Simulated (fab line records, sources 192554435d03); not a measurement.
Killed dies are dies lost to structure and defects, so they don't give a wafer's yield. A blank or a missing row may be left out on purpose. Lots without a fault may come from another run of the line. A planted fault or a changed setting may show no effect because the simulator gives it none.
fab line records | flow n5_finfet
record lots=6 wafers=18 last_day=18
route steps=1938 shown BEOL_M0@745 BEOL_M1@751 BEOL_M4@1111
lots that met no fault: from a run of the same line without faults
start_h: hours from the record's first day to the start of the lot's first wafer shown | wait_h: hours since the lot's step before | " the same as in the row above | L1.1+2: a row that stands for several wafers | - no value, or no start given | * or withheld: withheld | < > ~ a bound
route shown NAME@n: a module of which the file shows steps, and the number in the route of the first | usual: mean/standard deviation of fault-free wafers | same: alike in all rows | chamber/n: place in a boat | sites: the reading at each site | _std_site: their standard deviation | _edge_site: outer sites' mean less inner sites' | radius_mm: how far each site lies from the wafer's centre | mask NAME#n: copy n | behind: the tool/chamber that last shaped the wafer | hold: why the lot was held/for how many hours/how that ended | device: the transistor (n, p or np) that didn't switch | end of line: the same wafers' tests at the end of the route | a step without rows: its recipe alone | killed: dies lost to structure and defects at the first sort, not the wafer's yield | map: a wafer's dies, x killed, . not, _ none there
set.NAME: the setting as run; set.NAME@STEP: as run at that earlier step | model.NAME: the simulator's own value behind a step, which no gauge read
lots at some steps of the route; a table a step, a row a wafer
services: from which hour (start_h, from the record's first day; less than 0 if before it) a tool's chamber was out of use, for how many hours, and why
## steps
# step N5_BEOL_M0_PRE_CLEAN_131
# recipe gas=NH3/H2 time_s=15 temp_c=* rf_power_w=300
# step N5_BEOL_M0_CO_CAP_123
# recipe material=Co target_thk_a=20 temp_c=200 precursor=CCTBA/H2 pressure_torr=30 time_s=102.1
# usual heater_power_w=243/19
# columns lot.wafer tool chamber start_h wait_h heater_power_w
L805.1 cvd_co-02 0 121.71 0.0 209
L805.2 " 1 " " 268
L805.6 " 0 " " 205
L810.2 cvd_co-02 2 151.55 0.0 259
L810.3 " 1 " " 247
L810.5 " 0 " " 210
L819.2 cvd_co-02 1 205.51 0.0 247
L819.3 " 2 " " 259
L819.5 " 0 " " 209
L823.1 cvd_co-01 1 226.04 0.0 242
L823.4 " 1 " " 247
L823.6 " 0 " " 261
L825.2 cvd_co-01 2 241.31 0.0 232
L825.5 " 2 " " 230
L825.6 " 0 " " 264
L828.1 cvd_co-02 2 263.60 0.0 266
L828.5 " 0 " " 208
L828.6 " 2 " " 259
# step N5_BEOL_M0_PRE_CLEAN_124
# recipe gas=NH3 time_s=15 temp_c=withheld rf_power_w=300
# step N5_BEOL_M0_DEP_125
# recipe material=SiCN target_thk_a=80 temp_c=withheld precursor=3MS/NH3 pressure_torr=3 rf_w=202 time_s=14
# usual showerhead_plenum_p_Torr=3.666/0.01 throttle_valve_pct=8.8/0.53
# columns lot.wafer tool chamber start_h wait_h showerhead_plenum_p_Torr throttle_valve_pct
L805.1 pecvd-01 1 121.87 0.0 3.667 9.7
L805.2 " 2 " " 3.674 8.2
L805.6 " 1 " " 3.664 9.6
L810.2 pecvd-04 1 151.66 0.0 3.644 8.6
L810.3 " 0 " " 3.670 8.2
L810.5 " 1 " " 3.654 8.8
L819.2 pecvd-01 0 205.62 0.0 3.666 9.4
L819.3 " 1 " " 3.673 9.2
L819.5 " 1 " " 3.663 9.7
L823.1 pecvd-01 0 226.15 0.0 3.669 9.8
L823.4 " 0 " " 3.664 9.7
L823.6 " 1 " " 3.661 9.5
L825.2 pecvd-04 2 241.42 0.0 3.661 8.3
L825.5 " 2 " " 3.665 8.3
L825.6 " 1 " " 3.649 8.7
L828.1 pecvd-04 1 263.72 0.0 3.653 8.5
L828.5 " 0 " " 3.677 8.1
L828.6 " 2 " " 3.658 8.2
# step N5_BEOL_M0_RS_MEAS_126
# recipe thk_meas_gauge=four-point-probe reads=Co_of_BEOL_M0_CO_CAP_123+Cu_of_BEOL_M0_ECD_118+Co_of_BEOL_M0_CVD_115+TaN_of_BEOL_M0_ALD_136
# usual M0_RS=0.526/0.017
# columns lot.wafer tool chamber start_h wait_h M0_RS[ohm/sq]
L805.1 film_metro-01 - 121.93 0.0 0.520
L805.2 " - " " 0.523
L805.6 " - " " 0.487
L810.2 film_metro-01 - 151.73 0.1 0.535
L810.3 " - " " 0.532
L810.5 " - " " 0.505
L819.2 film_metro-01 - 205.69 0.1 0.539
L819.3 " - " " 0.508
L819.5 " - " " 0.509
L823.1 film_metro-02 - 226.22 0.0 0.529
L823.4 " - " " 0.518
L823.6 " - " " 0.502
L825.2 film_metro-01 - 241.49 0.1 0.512
L825.5 " - " " 0.507
L825.6 " - " " 0.526
L828.1 film_metro-02 - 263.79 0.0 0.518
L828.5 " - " " 0.504
L828.6 " - " " 0.510
# step N5_BEOL_M0_INSPECT_127
# recipe inspect_instrument=darkfield mode=post_dep
# usual raw_defect_count=77/24
# columns lot.wafer tool chamber start_h wait_h raw_defect_count
L805.1 defect_inspect-01 - 121.96 0.0 51
L805.2 " - " " 92
L805.6 " - " " 103
L810.2 defect_inspect-01 - 151.76 0.0 119
L810.3 " - " " 106
L810.5 " - " " 85
L819.2 defect_inspect-01 - 205.72 0.0 77
L819.3 " - " " 107
L819.5 " - " " 82
L823.1 defect_inspect-01 - 226.24 0.0 89
L823.4 " - " " 106
L823.6 " - " " 108
L825.2 defect_inspect-02 - 241.52 0.0 49
L825.5 " - " " 64
L825.6 " - " " 64
L828.1 defect_inspect-01 - 263.81 0.0 93
L828.5 " - " " 66
L828.6 " - " " 51
# step N5_BEOL_M1_ILD_DEP_00
# recipe material=SiOC target_thk_a=790 temp_c=350 precursor=DEMS/O2 pressure_torr=5 rf_w=500 time_s=15.3
# step N5_BEOL_M1_THK_MEAS_01
# recipe reads=SiOC_of_BEOL_M1_ILD_DEP_00
# usual M1_ILD_THK=79.2/1
# columns lot.wafer tool chamber start_h wait_h M1_ILD_THK[nm]
L805.1 film_metro-02 - 122.06 0.0 78.7
L805.2 " - " " 77.8
L805.6 " - " " 79.1
L810.2 film_metro-02 - 151.86 0.1 77.4
L810.3 " - " " 77.4
L810.5 " - " " 79.7
L819.2 film_metro-02 - 205.82 0.1 77.9
L819.3 " - " " 77.3
L819.5 " - " " 78.5
L823.1 film_metro-02 - 226.37 0.1 80.7
L823.4 " - " " 81.5
L823.6 " - " " 81.1
L825.2 film_metro-01 - 241.62 0.1 77.8
L825.5 " - " " 79.5
L825.6 " - " " 79.0
L828.1 film_metro-01 - 263.92 0.0 78.9
L828.5 " - " " 79.7
L828.6 " - " " 80.9
# step N5_BEOL_M1_PECVD_72
# recipe material=SiO2 target_thk_a=160 temp_c=400 precursor=TEOS/O2 pressure_torr=5.5 rf_w=450 teos_flow_sccm=53.8 gas=O2 flow_sccm=3000 time_s=18
# usual heater_power_w=752/140 showerhead_plenum_p_Torr=8.79/0.041 throttle_valve_pct=22.2/1.6
# columns lot.wafer tool chamber start_h wait_h heater_power_w showerhead_plenum_p_Torr throttle_valve_pct
L805.1 pecvd-04 0 122.10 0.0 886 8.85 20.3
L805.2 " 2 " " 815 8.80 22.1
L805.6 " 0 " " 905 8.85 20.4
L810.2 pecvd-01 0 151.90 0.0 744 8.81 23.9
L810.3 " 2 " " 740 8.81 19.9
L810.5 " 0 " " 754 8.81 23.8
L819.2 pecvd-04 0 205.86 0.0 913 8.86 20.7
L819.3 " 0 " " 910 8.84 20.4
L819.5 " 0 " " 905 8.86 20.5
L823.1 pecvd-01 1 226.40 0.0 621 8.77 23.1
L823.4 " 1 " " 619 8.78 23.0
L823.6 " 0 " " 744 8.79 24.1
L825.2 pecvd-04 0 241.66 0.0 848 8.85 20.6
L825.5 " 1 " " 949 8.71 21.8
L825.6 " 0 " " 866 8.82 20.3
L828.1 pecvd-04 1 263.95 0.0 895 8.71 21.9
L828.5 " 0 " " 886 8.83 20.5
L828.6 " 2 " " 899 8.74 20.5
# step N5_BEOL_M1_HM_DEP_02
# recipe material=TiN target_thk_a=200 temp_c=25 chamber_pressure_pa=0.49996
# usual throttle_valve_pct=30.0/0.79
# columns lot.wafer tool chamber start_h wait_h throttle_valve_pct
L805.1 pvd_sputter-03 - 122.96 0.8 29.8
L805.2 " - " " 29.6
L805.6 " - " " 29.9
L810.2 pvd_sputter-03 - 152.22 0.3 30.5
L810.3 " - " " 30.0
L810.5 " - " " 30.1
L819.2 pvd_sputter-03 - 209.82 3.9 29.9
L819.3 " - " " 30.3
L819.5 " - " " 29.8
L823.1 pvd_sputter-02 - 226.73 0.3 28.9
L823.4 " - " " 29.8
L823.6 " - " " 28.9
L825.2 pvd_sputter-02 - 243.53 1.9 28.9
L825.5 " - " " 28.9
L825.6 " - " " 29.7
L828.1 pvd_sputter-03 - 264.85 0.9 30.0
L828.5 " - " " 29.9
L828.6 " - " " 30.3
# step N5_BEOL_M1_COAT_61
# recipe resist=SOC temp_c=250 time_s=60 spin_rpm=1500 resist_thk_nm=60
# step N5_BEOL_M1_COAT_62
# recipe resist=SiARC temp_c=220 time_s=60 spin_rpm=1500 resist_thk_nm=12
# step N5_BEOL_M1_COAT_73
# recipe resist=underlayer temp_c=205 time_s=60 spin_rpm=1500 resist_thk_nm=5
# usual resist_line_temp_C=22.98/0.098 spin_speed_rpm=1500.0/1.1
# columns lot.wafer tool chamber start_h wait_h resist_line_temp_C spin_speed_rpm
L805.1 litho_track-01 0 123.09 - 22.92 1499.4
L805.2 " 0 " " 22.84 1499.4
L805.6 " 0 " " 22.79 1497.5
L810.2 litho_track-04 0 152.35 - 23.05 1501.8
L810.3 " 0 " " 23.11 1500.1
L810.5 " 0 " " 23.04 1501.0
L819.2 litho_track-04 0 209.95 - 22.99 1447.3
L819.3 " 0 " " 23.01 1446.2
L819.5 " 0 " " 22.83 1448.9
L823.1 litho_track-04 0 226.86 - 22.93 1447.8
L823.4 " 0 " " 23.03 1447.0
L823.6 " 0 " " 23.10 1445.0
L825.2 litho_track-02 0 243.66 - 22.77 1499.8
L825.5 " 0 " " 22.94 1500.6
L825.6 " 0 " " 22.79 1499.9
L828.1 litho_track-02 0 264.98 - 22.91 1499.6
L828.5 " 0 " " 22.91 1502.4
L828.6 " 0 " " 22.88 1499.8
# step N5_BEOL_M1_COAT_05
# recipe resist=CAR-EUV spin_rpm=1500 resist_thk_nm=30
# step N5_BEOL_M1_EBR_07
# recipe solvent=PGMEA ebr_width_mm=1.5
# step N5_BEOL_M1_SOFTBAKE_06
# recipe temp_c=110 time_s=60 resist=CAR-EUV
# step N5_BEOL_M1_EXPOSE_08
# recipe mask_id=M1 na=0.33 source_shape=dipole sigma_inner=0.369 sigma_outer=0.767 polarization=unpolarized dose_mj=33
# step N5_BEOL_M1_PEB_09
# recipe peb_temp_c=100 peb_time_s=60 resist=CAR-EUV
# step N5_BEOL_M1_DEVELOP_10
# recipe develop_time_s=30 developer=TMAH resist=CAR-EUV rinse_liquid=surfactant_rinse dry=air_spin dev_temp_c=23
# step N5_BEOL_M1_CD_MEAS_11
# recipe target_cd_nm=17.05 landing_energy_ev=500 detector=se_inlens polarity=opening
# usual cd_nm=17.11/0.24
# columns lot.wafer tool chamber start_h wait_h cd_nm
L805.1 cd_sem-03 0 123.48 - 17.38
L805.2 " 0 " " 17.58
L805.6 " 0 " " 16.81
L810.2 cd_sem-01 0 152.74 - 17.42
L810.3 " 0 " " 16.98
L810.5 " 0 " " 17.09
L819.2 cd_sem-02 0 210.21 - 17.17
L819.3 " 0 " " 17.15
L819.5 " 0 " " 16.81
L823.1 cd_sem-01 0 227.16 - 16.86
L823.4 " 0 " " 16.90
L823.6 " 0 " " 17.01
L825.2 cd_sem-01 0 243.92 - 17.31
L825.5 " 0 " " 17.28
L825.6 " 0 " " 17.38
L828.1 cd_sem-02 0 265.36 - 17.43
L828.5 " 0 " " 17.42
L828.6 " 0 " " 17.42
# step N5_BEOL_M1_OVL_MEAS_12
# recipe points_per_wafer=522
# usual M1_OVL=0.1/0.62
# columns lot.wafer tool chamber start_h wait_h M1_OVL[nm]
L805.1 overlay-01 0 123.51 0.0 1.1
L805.2 " 0 " " 0.3
L805.6 " 0 " " 0.7
L810.2 overlay-02 0 152.77 0.0 -0.6
L810.3 " 0 " " 0.5
L810.5 " 0 " " 0.3
L819.2 overlay-01 0 210.24 0.0 -0.7
L819.3 " 0 " " -1.0
L819.5 " 0 " " -1.1
L823.1 overlay-02 0 227.19 0.0 1.0
L823.4 " 0 " " 0.6
L823.6 " 0 " " 1.4
L825.2 overlay-01 0 243.96 0.0 0.6
L825.5 " 0 " " 0.9
L825.6 " 0 " " 0.6
L828.1 overlay-02 0 265.39 0.0 -0.2
L828.5 " 0 " " 0.5
L828.6 " 0 " " 0.7
# step N5_BEOL_M1_INSPECT_13
# recipe mode=adi inspect_instrument=brightfield
# usual raw_defect_count=432/120
# columns lot.wafer tool chamber start_h wait_h raw_defect_count
L805.1 defect_inspect-02 - 123.56 0.1 448
L805.2 " - " " 753
L805.6 " - " " 826
L810.2 defect_inspect-02 - 152.83 0.0 359
L810.3 " - " " 408
L810.5 " - " " 349
L819.2 defect_inspect-01 - 210.30 0.0 303
L819.3 " - " " 526
L819.5 " - " " 421
L823.1 defect_inspect-02 - 227.25 0.1 415
L823.4 " - " " 449
L823.6 " - " " 450
L825.2 defect_inspect-01 - 244.01 0.0 317
L825.5 " - " " 305
L825.6 " - " " 401
L828.1 defect_inspect-02 - 265.45 0.1 402
L828.5 " - " " 368
L828.6 " - " " 338
# step N5_BEOL_M1_DESCUM_16
# recipe chemistry=O2 time_s=7 source_power_w=50 bias_power_w=20 pressure_mtorr=20 rf_frequency_hz=2.712e+07 temp_c=40 resist=CAR-EUV o2_flow_sccm=225
# usual drypump_motor_current_A=5.9/0.59 o2_flow_sccm=225.0/0.65 oes_product_au=0.80/0.1 rf_vpp_V=243.3/1.6 showerhead_plenum_p_Torr=2.11/0.086 throttle_valve_pct=20.37/0.2
# columns lot.wafer tool chamber start_h wait_h drypump_motor_current_A o2_flow_sccm oes_product_au rf_hours_counter_h rf_vpp_V showerhead_plenum_p_Torr throttle_valve_pct
L805.1 rie_diel-04 2 123.72 0.2 6.1 224.1 0.71 214 243.9 2.07 20.54
L805.2 " 1 " " 5.4 225.3 0.68 241 244.0 2.14 20.59
L805.6 " 3 " " 6.7 224.1 0.70 - 241.8 1.99 20.19
L810.2 rie_diel-03 3 152.96 0.1 6.4 225.1 0.97 1 246.1 2.24 20.08
L810.3 " 1 " " 6.1 224.7 0.74 136 245.1 2.20 20.54
L810.5 " 0 " " 5.2 224.3 0.74 - 240.9 2.01 20.26
L819.2 rie_diel-04 1 210.33 0.0 5.4 222.9 0.93 18 244.2 2.13 20.30
L819.3 " 2 " " 6.1 224.9 0.70 238 242.8 2.07 20.59
L819.5 " 0 " " 5.3 224.9 0.77 - 245.0 2.17 20.56
L823.1 rie_diel-01 3 228.05 0.8 6.2 224.8 0.76 124 240.8 2.01 20.20
L823.4 " 2 " " 6.6 223.5 0.93 7 241.9 2.06 20.48
L823.6 " 2 " " 6.6 223.7 0.94 - 241.4 2.06 20.48
L825.2 rie_diel-01 0 244.12 0.1 5.9 224.6 0.90 42 245.5 2.22 20.17
L825.5 " 0 " " 5.8 226.0 0.90 - 246.1 2.22 20.18
L825.6 " 3 " " 6.2 224.9 0.76 - 240.2 2.01 20.22
L828.1 rie_diel-04 2 265.48 0.0 6.1 224.7 1.02 0 242.7 2.06 20.26
L828.5 " 1 " " 5.4 224.5 0.89 - 242.7 2.12 20.32
L828.6 " 2 " " 6.1 224.1 1.01 - 241.0 2.06 20.27
# step N5_BEOL_M1_ETCH_74
# recipe chemistry=N2/H2 target=underlayer target_depth_a=65 mask_material=CAR-EUV time_s=5.2 ion_energy_ev=200 pressure_mtorr=30 source_w=840 bias_w=150 n2_flow_sccm=200 h2_flow_sccm=200 ends=cleared
# usual drypump_motor_current_A=5.9/0.59 etch_rf_on_time_s=5.16/0.072 oes_product_au=0.68/0.087 rf_vpp_V=524/3.2 showerhead_plenum_p_Torr=2.56/0.1 throttle_valve_pct=17.80/0.24
# columns lot.wafer tool chamber start_h wait_h drypump_motor_current_A etch_rf_on_time_s oes_product_au rf_hours_counter_h rf_vpp_V showerhead_plenum_p_Torr throttle_valve_pct model.etch.depth_nm
L805.1 rie_diel-04 2 123.75 0.0 6.1 5.20 0.62 214 522 2.51 18.03 5.032
L805.2 " 1 " " 5.4 5.29 0.59 241 525 2.60 17.99 5.037
L805.6 " 3 " " 6.8 5.21 0.60 - 522 2.42 17.59 5.033
L810.2 rie_diel-03 3 152.99 0.0 6.4 5.14 0.82 1 528 2.71 17.43 5.035
L810.3 " 1 " " 6.1 5.24 0.63 136 528 2.66 17.88 5.029
L810.5 " 0 " " 5.1 5.21 0.64 - 522 2.43 17.65 5.043
L819.2 rie_diel-04 1 210.37 0.0 5.4 5.17 0.79 18 523 2.59 17.64 5.124
L819.3 " 2 " " 6.1 5.29 0.59 238 522 2.51 18.07 5.11
L819.5 " 0 " " 5.4 5.39 0.64 - 526 2.65 18.08 5.107
L823.1 rie_diel-01 3 228.08 0.0 6.2 5.21 0.66 124 525 2.45 17.70 5.113
L823.4 " 2 " " 6.6 5.04 0.83 7 524 2.50 17.86 5.107
L823.6 " 2 " " 6.6 5.05 0.81 - 525 2.50 17.82 5.119
L825.2 rie_diel-01 0 244.16 0.0 5.9 5.16 0.76 42 527 2.69 17.51 5.015
L825.5 " 0 " " 5.8 5.13 0.77 - 531 2.69 17.56 5.011
L825.6 " 3 " " 6.2 5.21 0.64 - 522 2.45 17.69 5.013
L828.1 rie_diel-04 2 265.52 0.0 6.1 5.15 0.87 0 521 2.50 17.66 5.015
L828.5 " 1 " " 5.4 5.03 0.76 - 523 2.58 17.68 5.002
L828.6 " 2 " " 6.1 5.07 0.87 - 522 2.50 17.67 4.999
# step N5_BEOL_M1_ETCH_63
# recipe chemistry=CF4 target=SiARC target_depth_a=156 mask_material=CAR-EUV time_s=26 ion_energy_ev=80 pressure_mtorr=40 source_w=545 bias_w=36 Ar_flow_sccm=100 cf4_flow_sccm=100 ends=cleared
# step N5_BEOL_M4_RC_MEAS_101
# usual DIBL_N=35.9/1.4 DIBL_P=35.9/1.7 IOFF_N=0.155/0.023 IOFF_P=0.201/0.029 ION_N=672/8.8 ION_P=460/7 SS_N=71.6/0.48 SS_P=73.1/0.64 VT_N=250.0/3 VT_P=-251.6/3
# columns lot.wafer tool chamber start_h wait_h DIBL_N[mV/V] DIBL_P[mV/V] IOFF_N[nA/um] IOFF_P[nA/um] ION_N[uA/um] ION_P[uA/um] SS_N[mV/dec] SS_P[mV/dec] VT_N[mV] VT_P[mV]
L805.1 prober-02 0 169.92 0.0 36.7 37.4 0.166 0.228 681 468 71.8 74.1 247.3 -252.9
L805.2 " 0 " " 35.2 35.4 0.147 0.202 667 463 71.2 73.3 247.9 -247.9
L805.6 " 0 " " 34.5 34.3 0.128 0.178 674 464 70.9 73.0 252.8 -253.0
L810.2 prober-01 0 192.04 0.2 36.7 38.5 0.181 0.222 680 459 72.2 73.5 249.0 -252.3
L810.3 " 0 " " 36.0 37.7 0.166 0.207 674 463 71.6 73.1 250.0 -253.5
L810.5 " 0 " " 36.0 37.6 0.165 0.207 676 461 71.5 74.0 248.4 -251.6
L819.2 prober-01 0 252.21 0.2 36.8 36.7 0.185 0.249 686 468 71.7 73.3 244.7 -246.1
L819.3 " 0 " " 36.7 36.6 0.178 0.247 675 466 71.5 73.5 247.9 -248.8
L819.5 " 0 " " 36.7 36.6 0.183 0.241 679 472 72.0 72.8 245.7 -248.7
L823.1 prober-02 0 279.19 0.0 35.4 36.6 0.148 0.165 675 452 71.8 73.7 249.8 -256.4
L823.4 " 0 " " 36.1 37.0 0.154 0.164 658 448 71.5 73.5 250.7 -257.2
L823.6 " 0 " " 36.8 38.1 0.162 0.180 674 457 72.1 73.0 249.6 -258.8
L825.2 prober-02 0 286.63 0.2 38.0 37.5 0.173 0.216 677 460 72.0 73.7 250.2 -250.7
L825.5 " 0 " " 38.5 38.4 0.196 0.239 697 472 71.5 74.1 246.2 -251.4
L825.6 " 0 " " 38.2 38.5 0.185 0.237 686 463 72.3 72.9 247.8 -249.5
L828.1 prober-02 0 311.49 0.0 34.9 34.0 0.134 0.199 669 469 71.5 72.6 254.6 -251.2
L828.5 " 0 " " 35.8 34.6 0.145 0.206 670 463 72.1 73.7 249.8 -252.6
L828.6 " 0 " " 35.1 34.6 0.141 0.203 667 459 71.2 72.7 251.0 -249.2
## services
# columns tool chamber start_h hours kind
pecvd-04 - 100.78 6.0 pm
pvd_sputter-02 - 104.76 2.3 repair
cvd_co-02 2 110.89 11.5 repair
cvd_co-01 1 116.18 24.8 repair
rie_diel-03 - 123.29 14.6 pm
rie_diel-04 2 124.85 24.6 repair
pecvd-04 1 127.07 5.0 scheduled_down
pecvd-04 - 133.79 2.8 pm
pecvd-04 - 138.03 0.5 repair
pecvd-01 - 146.33 0.9 repair
pecvd-04 1 152.85 5.5 scheduled_down
rie_diel-04 0 161.53 6.6 repair
rie_diel-03 1 175.27 12.3 repair
pecvd-04 - 181.78 1.6 repair
rie_diel-04 3 193.45 8.9 repair
pecvd-04 2 202.47 - clean
pecvd-04 2 202.47 - consumable_replace:showerhead
rie_diel-04 - 211.67 2.8 pm
rie_diel-01 - 217.33 9.7 repair
rie_diel-04 - 217.33 2.1 repair
cvd_co-01 - 228.17 6.0 pm
rie_diel-01 - 229.97 2.8 pm
pecvd-01 - 232.63 14.6 pm
rie_diel-04 1 239.23 6.4 repair
## key
first_sign step=N5_BEOL_M1_COAT_73 reading=spin_speed_rpm direction=down sigmas=48 usual=* struck=*
effect none on later readings
model_effect step=N5_BEOL_M1_ETCH_74 value=etch.depth_nm without=5.022 struck=5.113
met_at N5_BEOL_M1_COAT_73
struck_wafers L819.2,L819.3,L819.5,L823.1,L823.4,L823.6
onset_between 152.35 209.95
fault kind=process_parameter_drift tool=litho_track-04 chamber=- onset_h=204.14 steps=N5_BEOL_M1_COAT_73 channel=spin_rpm offset=* shape=step end_h=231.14 acts_in=* stated=*
